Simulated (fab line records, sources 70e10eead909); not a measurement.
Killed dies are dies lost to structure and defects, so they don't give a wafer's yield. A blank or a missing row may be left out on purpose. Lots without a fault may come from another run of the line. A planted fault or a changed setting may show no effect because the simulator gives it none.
Chamber matching | flow nand_harc | NHARC_A_BONDPAD_CMP_19 on cmp-01: 4 sister chambers
The step polishes, t overpolish 30 s, cu recess touch 16 s, target thk 169.8 nm. 4 wafers are shown with their chamber, then 9 later ones without.

WAFERS WITH THEIR CHAMBER
wafer  | chamber | motor_current_A (A)
L083.1 | 1       | 11.1
L083.6 | 2       | 11.4
L089.5 | 3       | 13.9
L089.6 | 0       | 11.3

WAFERS WITHOUT THEIR CHAMBER
wafer  | motor_current_A (A)
L091.2 | 11.2
L091.5 | 11.2
L091.6 | 12.4
L090.3 | 11.4
L090.4 | 11.1
L090.5 | 10.0
L095.3 | 13.8
L095.5 | 13.2
L095.6 | 11.2

WHICH CHAMBER EACH WENT THROUGH
wafer  | from the rows above               | in truth
L091.2 | can't be placed: 1 or 0 or 2      | 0
L091.5 | can't be placed: 1 or 0 or 2      | 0
L091.6 | can't be placed: 2 or 0 or 1 or 3 | 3
L090.3 | can't be placed: 2 or 0 or 1      | 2
L090.4 | can't be placed: 1 or 0 or 2      | 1
L090.5 | can't be placed: 1 or 0 or 2      | 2
L095.3 | 3                                 | 3
L095.5 | can't be placed: 3 or 2           | 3
L095.6 | can't be placed: 1 or 0 or 2      | 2
Placed correctly: 1 of 9. Can't be placed from these rows: 8 (the true chamber is among the candidates in 8). Placed wrongly: 0.
How it was worked out, from the rows above alone: a wafer's distance from a chamber is the root of the sum, over the readings, of the square of ((its reading less the chamber's mean) divided by the reading's scatter). The wafer belongs to the nearest chamber; if the next one is less than 2 further off, it can't be placed. A chamber's mean is the mean of its shown wafers. The scatter: with one shown wafer a chamber, the root of the mean of the squares of how far each hidden wafer lies from its nearest shown one.
